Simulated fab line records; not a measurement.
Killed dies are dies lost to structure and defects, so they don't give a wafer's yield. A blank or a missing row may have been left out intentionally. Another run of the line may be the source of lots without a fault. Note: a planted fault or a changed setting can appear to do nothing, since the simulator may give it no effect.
fab line records -- flow nandHarc
record: lots: 6, wafers: 18, lastDay: 33
route steps=1302 shown P_M1@288 END@1302
lots that met no fault: from a run of the same line without faults
startH: hours from the record's first day to the start of the lot's first wafer shown -- waitH: time in hours since the lot's previous step -- " the same as in the row above -- L1.1+2: a single row standing in for several wafers -- - no value, or no start was given -- * or withheld: withheld -- < > ~ a bound
route shown NAME@n: names a module that has steps shown in the file, with the first one's number in the route -- usual: mean and standard deviation over wafers with no fault -- same: alike in all rows -- chamber/n: place in a boat -- sites: readings site by site -- _std_site: the values' standard deviation -- _edge_site: mean of outer sites minus mean of inner sites -- radiusMm: for every site, how far away it sits from the centre of the wafer -- mask NAME#n: copy n -- behind: the most recent tool/chamber to have shaped the wafer -- hold: reason for holding the lot/hours on hold/outcome of the hold -- device: transistor that didn't switch, given as n, p or np -- end of line: at the end of the route, the tests of the same wafers -- a step with no rows: only its recipe -- killed: the dies lost at the first sort to structure and to defects; this is not the yield of the wafer -- map: per-die view of a wafer (x killed, . not killed, _ where there is no die)
set.NAME: the run value of the setting; set.NAME@STEP: its run value at that earlier step -- model.NAME: the simulator's own value behind a step, which no gauge read
lots at selected steps of the route; one table per step, one row per wafer
services: from which hour (startH, from the record's first day; less than 0 if before it) a tool's chamber was out of use, for how many hours, and why
== steps ==
step: NHARC_P_M1_COAT_34
recipe: tempC: 200, timeS: 65
step: NHARC_P_M1_COAT_03
recipe: spinRpm: 1500, resistThkNm: 90
step: NHARC_P_M1_SOFTBAKE_04
recipe: tempC: 105, timeS: 55
step: NHARC_P_M1_EBR_05
step: NHARC_P_M1_EXPOSE_06
recipe: na: 1.35, targetCdNm: 130, doseMj: 81.88, maskId: P_M1
step: NHARC_P_M1_PEB_07
recipe: pebTempC: 100, pebTimeS: 65
step: NHARC_P_M1_DEVELOP_08
recipe: developTimeS: 35, devTempC: 23
step: NHARC_P_M1_CD_MEAS_09
recipe: targetCdNm: 130, landingEnergyEv: 500
usual: cdNm: 130.3/0.61
lot.wafer,tool,chamber,startH,waitH,cdNm
L932.1,cdSem-03,0,211.59,-,130.2
L932.2,cdSem-03,0,211.59,-,129.6
L932.5,cdSem-03,0,211.59,-,130.5
L933.2,cdSem-03,0,220.01,-,130.6
L933.4,cdSem-03,0,220.01,-,130.7
L933.6,cdSem-03,0,220.01,-,129.8
L937.1,cdSem-02,0,272.85,-,130.6
L937.2,cdSem-02,0,272.85,-,129.5
L937.5,cdSem-02,0,272.85,-,129.9
L939.2,cdSem-01,0,273.40,-,130.1
L939.3,cdSem-01,0,273.40,-,130.8
L939.5,cdSem-01,0,273.40,-,130.2
L943.1,cdSem-03,0,313.51,-,131.9
L943.2,cdSem-03,0,313.51,-,131.0
L943.5,cdSem-03,0,313.51,-,130.8
L947.1,cdSem-03,0,350.48,-,130.7
L947.3,cdSem-03,0,350.48,-,130.4
L947.6,cdSem-03,0,350.48,-,129.5
step: NHARC_P_M1_OVL_MEAS_10
recipe: pitchNm: 260
usual: overlayXNm: 0.1/0.77, overlayYNm: -0.1/0.74
lot.wafer,tool,chamber,startH,waitH,overlayXNm,overlayYNm
L932.1,overlay-01,-,211.68,-,0.0,1.6
L932.2,overlay-01,-,211.68,-,0.2,1.4
L932.5,overlay-01,-,211.68,-,0.4,1.0
L933.2,overlay-01,-,220.09,-,0.7,-1.0
L933.4,overlay-01,-,220.09,-,0.7,-0.8
L933.6,overlay-01,-,220.09,-,0.2,-0.9
L937.1,overlay-01,-,272.94,-,-0.4,0.8
L937.2,overlay-01,-,272.94,-,-0.5,0.8
L937.5,overlay-01,-,272.94,-,-0.1,0.5
L939.2,overlay-01,-,273.48,-,1.4,0.6
L939.3,overlay-01,-,273.48,-,0.9,0.4
L939.5,overlay-01,-,273.48,-,0.8,0.1
L943.1,overlay-02,-,313.60,-,1.9,-0.2
L943.2,overlay-02,-,313.60,-,1.5,-0.4
L943.5,overlay-02,-,313.60,-,1.4,-0.8
L947.1,overlay-02,-,350.57,-,-0.6,0.4
L947.3,overlay-02,-,350.57,-,-0.2,0.0
L947.6,overlay-02,-,350.57,-,-0.3,-0.4
step: NHARC_P_M1_INSPECT_11
usual: rawDefectCount: 4.8/2.8
lot.wafer,tool,chamber,startH,waitH,rawDefectCount
L932.1,defectInspect-01,-,211.71,0.0,11
L932.2,defectInspect-01,-,211.71,0.0,5
L932.5,defectInspect-01,-,211.71,0.0,13
L933.2,defectInspect-02,-,220.13,0.0,4
L933.4,defectInspect-02,-,220.13,0.0,4
L933.6,defectInspect-02,-,220.13,0.0,3
L937.1,defectInspect-01,-,272.98,0.0,5
L937.2,defectInspect-01,-,272.98,0.0,4
L937.5,defectInspect-01,-,272.98,0.0,3
L939.2,defectInspect-02,-,273.52,0.0,4
L939.3,defectInspect-02,-,273.52,0.0,8
L939.5,defectInspect-02,-,273.52,0.0,8
L943.1,defectInspect-01,-,313.64,0.0,2
L943.2,defectInspect-01,-,313.64,0.0,4
L943.5,defectInspect-01,-,313.64,0.0,2
L947.1,defectInspect-02,-,350.61,0.0,5
L947.3,defectInspect-02,-,350.61,0.0,4
L947.6,defectInspect-02,-,350.61,0.0,4
step: NHARC_P_M1_DESCUM_14
recipe: timeS: 3, o2FlowSccm: 200, arFlowSccm: 0, biasPowerW: 0, chemistry: O2
usual: drypumpMotorCurrentA: 5.7/0.4, oesProductAu: 1.003/0.012, rfVppV: 57.7/0.95, showerheadPlenumPTorr: 1.90/0.1, throttleValvePct: 11.311/0.0094
lot.wafer,tool,chamber,startH,waitH,drypumpMotorCurrentA,oesProductAu,rfHoursCounterH,rfVppV,showerheadPlenumPTorr,throttleValvePct
L932.1,rieDiel-04,0,211.78,0.1,5.3,0.999,1,57.9,1.78,11.315
L932.2,rieDiel-04,2,211.78,0.1,5.8,1.009,1,57.6,1.80,11.302
L932.5,rieDiel-04,3,211.78,0.1,5.5,1.004,-,58.6,1.92,11.303
L933.2,rieDiel-09,3,220.21,0.1,5.0,1.010,22,58.0,1.85,11.300
L933.4,rieDiel-09,0,220.21,0.1,6.2,1.013,25,58.0,2.07,11.312
L933.6,rieDiel-09,2,220.21,0.1,6.3,1.015,-,57.0,2.01,11.313
L937.1,rieDiel-04,1,273.04,0.1,6.6,1.029,4,55.5,1.78,11.328
L937.2,rieDiel-04,0,273.04,0.1,5.3,0.994,4,57.0,1.78,11.305
L937.5,rieDiel-04,2,273.04,0.1,5.8,0.995,-,57.2,1.80,11.309
L939.3,rieDiel-04,0,273.58,0.1,5.3,0.998,4,57.9,1.78,11.316
L939.2,rieDiel-04,2,273.58,0.1,5.7,0.994,4,57.7,1.80,11.311
L939.5,rieDiel-04,1,273.58,0.1,6.6,1.031,-,56.8,1.78,11.309
L943.2,rieDiel-11,0,313.70,0.1,5.7,1.008,3,57.7,1.92,11.313
L943.1,rieDiel-11,1,313.70,0.1,5.6,1.010,4,57.6,2.05,11.337
L943.5,rieDiel-11,3,313.70,0.1,5.8,0.993,-,60.1,2.05,11.309
L947.1,rieDiel-11,2,350.67,0.1,5.4,1.009,9,58.4,1.93,11.320
L947.3,rieDiel-11,0,350.67,0.1,5.7,0.999,9,56.5,1.92,11.301
L947.6,rieDiel-11,3,350.67,0.1,5.8,0.975,-,58.6,2.05,11.310
step: NHARC_P_M1_ETCH_35
recipe: targetDepthA: 400, overetchA: 120, timeS: 43.94, ionEnergyEv: 200, n2FlowSccm: 150, h2FlowSccm: 150, arFlowSccm: 0, rfW: 400, biasW: 150, chemistry: N2/H2
usual: biasW: 150.0/0.41, chamberPressureMTorr: 30.002/0.028, drypumpMotorCurrentA: 5.7/0.39, oesProductAu: 1.001/0.011, rfVppV: 430/3.3, showerheadPlenumPTorr: 2.02/0.11, throttleValvePct: 14.172/0.0085
lot.wafer,tool,chamber,startH,waitH,biasW,chamberPressureMTorr,drypumpMotorCurrentA,oesProductAu,rfHoursCounterH,rfVppV,showerheadPlenumPTorr,throttleValvePct
L932.2,rieDiel-04,2,211.86,0.1,150.4,30.035,5.8,1.002,1,426,1.92,14.155
L932.1,rieDiel-04,3,211.86,0.1,150.1,30.040,5.5,0.991,1,430,2.04,14.177
L932.5,rieDiel-04,2,211.86,0.1,150.1,29.986,5.8,1.001,-,428,1.92,14.159
L933.2,rieDiel-09,0,220.28,0.1,149.9,29.988,6.2,1.000,25,435,2.21,14.162
L933.4,rieDiel-09,1,220.28,0.1,150.1,30.045,5.5,1.018,20,431,2.09,14.167
L933.6,rieDiel-09,3,220.28,0.1,150.3,29.991,5.0,1.005,-,429,1.97,14.180
L937.2,rieDiel-04,0,273.13,0.1,150.6,30.013,5.3,0.991,4,426,1.89,14.178
L937.1,rieDiel-04,2,273.13,0.1,149.7,30.002,5.8,0.989,4,426,1.92,14.176
L937.5,rieDiel-04,3,273.13,0.1,150.0,29.983,5.5,1.010,-,431,2.04,14.172
L939.3,rieDiel-04,0,273.71,0.1,149.7,30.002,5.3,0.992,4,427,1.89,14.176
L939.2,rieDiel-04,1,273.71,0.1,150.4,29.984,6.5,1.026,4,426,1.89,14.182
L939.5,rieDiel-04,3,273.71,0.1,150.1,30.059,5.5,0.997,-,431,2.04,14.180
L943.1,rieDiel-11,3,313.79,0.1,149.8,30.040,5.8,0.989,3,435,2.19,14.168
L943.2,rieDiel-11,0,313.79,0.1,150.2,29.985,5.7,0.987,3,432,2.05,14.185
L943.5,rieDiel-11,1,313.79,0.1,150.6,29.988,5.6,0.994,-,434,2.19,14.169
L947.1,rieDiel-11,0,350.75,0.1,149.8,29.989,5.7,0.991,9,430,2.04,14.177
L947.3,rieDiel-11,2,350.75,0.1,149.8,29.990,5.3,0.992,9,430,2.06,14.167
L947.6,rieDiel-11,1,350.75,0.1,150.2,29.973,5.5,0.994,-,435,2.19,14.188
step: NHARC_P_M1_ETCH_15
recipe: targetDepthA: 1825, timeS: 91.2, c4f8FlowSccm: withheld, arFlowSccm: 400, rfW: 600, biasW: 300, chemistry: C4F8/Ar
usual: biasW: 299.9/0.92, chamberPressureMTorr: 25.000/0.021, oesProductAu: 0.957/0.023, rfVppV: 440/3.4
lot.wafer,tool,chamber,startH,waitH,biasW,chamberPressureMTorr,oesProductAu,rfHoursCounterH,rfVppV
L932.2,rieDiel-04,2,211.95,-,300.4,24.997,0.924,1,437
L932.1,rieDiel-04,3,211.95,-,299.3,25.029,0.919,1,442
L932.5,rieDiel-04,1,211.95,-,298.5,24.989,0.945,-,437
L933.4,rieDiel-09,0,220.36,-,299.5,25.000,0.978,25,446
L933.2,rieDiel-09,2,220.36,-,299.5,24.991,0.956,19,444
L933.6,rieDiel-09,1,220.36,-,299.7,24.983,0.980,-,444
L937.1,rieDiel-04,2,273.22,-,-,-,-,-,-
L937.2,rieDiel-04,0,273.22,-,-,-,-,-,-
L937.5,rieDiel-04,1,273.22,-,-,-,-,-,-
L939.2,rieDiel-04,3,273.79,-,-,-,-,-,-
L939.3,rieDiel-04,1,273.79,-,-,-,-,-,-
L939.5,rieDiel-04,3,273.79,-,-,-,-,-,-
L943.1,rieDiel-11,0,313.87,-,299.2,24.995,0.907,4,439
L943.2,rieDiel-11,1,313.87,-,301.4,24.983,0.922,4,446
L943.5,rieDiel-11,1,313.87,-,301.5,25.023,0.919,-,446
L947.1,rieDiel-11,3,350.84,-,299.8,24.985,0.951,7,445
L947.3,rieDiel-11,1,350.84,-,300.6,25.015,0.980,9,446
L947.6,rieDiel-11,3,350.84,-,300.5,24.985,0.942,-,445
step: NHARC_P_M1_CD_MEAS_16
usual: cdNm: 130.3/0.72
lot.wafer,tool,chamber,startH,waitH,cdNm
L932.1,cdSem-01,-,212.08,-,130.9
L932.2,cdSem-01,-,212.08,-,129.7
L932.5,cdSem-01,-,212.08,-,129.5
L933.2,cdSem-03,-,220.50,-,131.1
L933.4,cdSem-03,-,220.50,-,130.9
L933.6,cdSem-03,-,220.50,-,130.3
L937.1,cdSem-03,-,273.34,-,131.2
L937.2,cdSem-03,-,273.34,-,129.9
L937.5,cdSem-03,-,273.34,-,129.5
L939.2,cdSem-02,-,273.92,-,129.5
L939.3,cdSem-02,-,273.92,-,130.9
L939.5,cdSem-02,-,273.92,-,130.0
L943.1,cdSem-02,-,314.00,-,131.3
L943.2,cdSem-02,-,314.00,-,130.6
L943.5,cdSem-02,-,314.00,-,131.0
L947.1,cdSem-02,-,350.98,-,129.8
L947.3,cdSem-02,-,350.98,-,129.9
L947.6,cdSem-02,-,350.98,-,128.7
step: NHARC_END_SORT_01
recipe: tempC: 25
usual: defectLimitedYield: 90.6/2.6, killedAtArray: 58/18, killedAtOther: 1.0/1.5, killedAtPeriphery: 4/3.1, killedDies: 64/18, killedOpen: 3.4/1.9, killedShort: 2.7/1.7
same: grossDies: 677
lot.wafer,tool,chamber,startH,waitH,defectLimitedYield[%],killedAtArray,killedAtOther,killedAtPeriphery,killedDies,killedOpen,killedShort
L939.2,prober-01,0,701.18,2.8,0,64,0,613,677,3,5
L939.3,prober-01,0,701.98,3.1,0,73,0,604,677,5,0
L939.5,prober-01,0,703.58,3.7,0,59,0,618,677,5,3
L937.1,prober-01,0,710.90,2.5,0,68,0,609,677,4,1
L937.2,prober-01,0,711.70,2.8,0,70,0,607,677,4,1
L937.5,prober-01,0,714.09,3.7,0,83,0,594,677,3,2
killed by level:class
L939.2 P_M1:areaEtch=612 A_SLIT:chamberFilmFlake=24 A_CHANNEL_HOLE_D2:chamberFilmFlake=16 A_STAIRCASE:chamberFilmFlake=4 A_M0:geometricParticle:open=3 A_CHANNEL_HOLE_D1:chamberFilmFlake=3 A_CHANNEL_FILL_D2:chamberFilmFlake=3 A_WL_FILL:chamberFilmFlake=3
L939.3 P_M1:areaEtch=598 A_SLIT:chamberFilmFlake=30 A_CHANNEL_HOLE_D2:chamberFilmFlake=22 A_CHANNEL_HOLE_D1:chamberFilmFlake=4 A_STAIRCASE:chamberFilmFlake=4 A_WL_FILL:chamberFilmFlake=3 A_BLC:geometricParticle:open=2 P_ZERO_WELL:chamberFilmFlake=2
L939.5 P_M1:areaEtch=612 A_SLIT:chamberFilmFlake=29 A_CHANNEL_HOLE_D2:chamberFilmFlake=13 A_CHANNEL_HOLE_D1:chamberFilmFlake=3 A_WL_FILL:chamberFilmFlake=3 P_ZERO_WELL:chamberFilmFlake=2 A_CONTACT:chamberFilmFlake=2 P_M0:geometricParticle:open=1
L937.1 P_M1:areaEtch=606 A_SLIT:chamberFilmFlake=31 A_CHANNEL_HOLE_D1:chamberFilmFlake=30 A_BLC:geometricParticle:open=2 P_GATE:chamberFilmFlake=2 A_CHANNEL_FILL_D1:geometricParticle:short=1 A_ONON_D2:geometricParticle:open=1 A_M0:geometricParticle:open=1
L937.2 P_M1:areaEtch=604 A_SLIT:chamberFilmFlake=34 A_CHANNEL_HOLE_D1:chamberFilmFlake=24 P_GATE:chamberFilmFlake=3 A_BLC:geometricParticle:open=2 A_DECK1_JOINT:chamberFilmFlake=2 A_STAIRCASE:chamberFilmFlake=2 A_CONTACT:chamberFilmFlake=2
L937.5 P_M1:areaEtch=590 A_CHANNEL_HOLE_D1:chamberFilmFlake=38 A_SLIT:chamberFilmFlake=31 A_CONTACT:chamberFilmFlake=4 A_STAIRCASE:chamberFilmFlake=3 P_GATE:chamberFilmFlake=2 A_CHANNEL_FILL_D2:chamberFilmFlake=2 P_GATE:geometricParticle:open=1
map L937.1 (x killed, . not)
____________x____________
_________xxxxxxx_________
_______xxxxxxxxxxx_______
______xxxxxxxxxxxxx______
_____xxxxxxxxxxxxxxx_____
____xxxxxxxxxxxxxxxxx____
____xxxxxxxxxxxxxxxxx____
___xxxxxxxxxxxxxxxxxxx___
___xxxxxxxxxxxxxxxxxxx___
__xxxxxxxxxxxxxxxxxxxxx__
__xxxxxxxxxxxxxxxxxxxxx__
_xxxxxxxxxxxxxxxxxxxxxxx_
_xxxxxxxxxxxxxxxxxxxxxxx_
_xxxxxxxxxxxxxxxxxxxxxxx_
_xxxxxxxxxxxxxxxxxxxxxxx_
_xxxxxxxxxxxxxxxxxxxxxxx_
xxxxxxxxxxxxxxxxxxxxxxxxx
xxxxxxxxxxxxxxxxxxxxxxxxx
xxxxxxxxxxxxxxxxxxxxxxxxx
xxxxxxxxxxxxxxxxxxxxxxxxx
xxxxxxxxxxxxxxxxxxxxxxxxx
_xxxxxxxxxxxxxxxxxxxxxxx_
_xxxxxxxxxxxxxxxxxxxxxxx_
_xxxxxxxxxxxxxxxxxxxxxxx_
_xxxxxxxxxxxxxxxxxxxxxxx_
_xxxxxxxxxxxxxxxxxxxxxxx_
__xxxxxxxxxxxxxxxxxxxxx__
__xxxxxxxxxxxxxxxxxxxxx__
___xxxxxxxxxxxxxxxxxxx___
___xxxxxxxxxxxxxxxxxxx___
____xxxxxxxxxxxxxxxxx____
____xxxxxxxxxxxxxxxxx____
_____xxxxxxxxxxxxxxx_____
______xxxxxxxxxxxxx______
_______xxxxxxxxxxx_______
_________xxxxxxx_________
____________x____________
map L939.2 (x killed, . not)
____________x____________
_________xxxxxxx_________
_______xxxxxxxxxxx_______
______xxxxxxxxxxxxx______
_____xxxxxxxxxxxxxxx_____
____xxxxxxxxxxxxxxxxx____
____xxxxxxxxxxxxxxxxx____
___xxxxxxxxxxxxxxxxxxx___
___xxxxxxxxxxxxxxxxxxx___
__xxxxxxxxxxxxxxxxxxxxx__
__xxxxxxxxxxxxxxxxxxxxx__
_xxxxxxxxxxxxxxxxxxxxxxx_
_xxxxxxxxxxxxxxxxxxxxxxx_
_xxxxxxxxxxxxxxxxxxxxxxx_
_xxxxxxxxxxxxxxxxxxxxxxx_
_xxxxxxxxxxxxxxxxxxxxxxx_
xxxxxxxxxxxxxxxxxxxxxxxxx
xxxxxxxxxxxxxxxxxxxxxxxxx
xxxxxxxxxxxxxxxxxxxxxxxxx
xxxxxxxxxxxxxxxxxxxxxxxxx
xxxxxxxxxxxxxxxxxxxxxxxxx
_xxxxxxxxxxxxxxxxxxxxxxx_
_xxxxxxxxxxxxxxxxxxxxxxx_
_xxxxxxxxxxxxxxxxxxxxxxx_
_xxxxxxxxxxxxxxxxxxxxxxx_
_xxxxxxxxxxxxxxxxxxxxxxx_
__xxxxxxxxxxxxxxxxxxxxx__
__xxxxxxxxxxxxxxxxxxxxx__
___xxxxxxxxxxxxxxxxxxx___
___xxxxxxxxxxxxxxxxxxx___
____xxxxxxxxxxxxxxxxx____
____xxxxxxxxxxxxxxxxx____
_____xxxxxxxxxxxxxxx_____
______xxxxxxxxxxxxx______
_______xxxxxxxxxxx_______
_________xxxxxxx_________
____________x____________
== services ==
tool,chamber,startH,hours,kind
rieDiel-11,1,204.07,6.1,repair
rieDiel-04,0,211.55,-,clean
rieDiel-04,1,211.55,-,clean
rieDiel-04,2,211.55,-,clean
rieDiel-04,3,211.55,-,clean
rieDiel-04,3,215.27,6.1,repair
rieDiel-11,3,225.47,24.4,repair
rieDiel-04,0,236.05,-,clean
rieDiel-04,1,236.05,-,clean
rieDiel-04,2,236.05,-,clean
rieDiel-04,3,236.05,-,clean
rieDiel-04,1,248.09,6.2,repair
rieDiel-09,-,254.12,1.5,repair
rieDiel-11,-,255.50,9.0,pm
rieDiel-04,0,260.55,-,clean
rieDiel-04,1,260.55,-,clean
rieDiel-09,0,261.94,10.0,repair
rieDiel-04,-,292.29,0.3,repair
rieDiel-09,-,309.09,0.9,repair
rieDiel-09,0,319.99,16.3,repair
rieDiel-09,-,320.44,9.0,pm
rieDiel-09,1,333.54,7.2,repair
rieDiel-11,3,340.13,7.4,repair
rieDiel-04,-,350.37,0.7,repair
== key ==
firstSign: step: NHARC_P_M1_ETCH_15, reading: toolRecord, direction: missing
effect: step: NHARC_END_SORT_01, reading: killedAtPeriphery, direction: up, sigmas: 99+, usual: 4, struck: 608
moreKillsBornAt: NHARC_P_M1_ETCH_15@rieDiel-04: 3622
metAt NHARC_P_M1_ETCH_15
struckWafers L937.1,L937.2,L937.5,L939.2,L939.3,L939.5
laterRowsLeftOut L937.1,L937.2,L937.5,L939.2,L939.3,L939.5
onsetBetween 211.95 273.22
fault: kind: skippedStepWhole, tool: rieDiel-04, chamber: -, onsetH: 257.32, steps: NHARC_P_M1_ETCH_15, scope: struckLotsOnly
laterRowsLeftOut: the simulator's readings of these wafers behind a module that went badly wrong aren't trusted and aren't shown, but for the sort
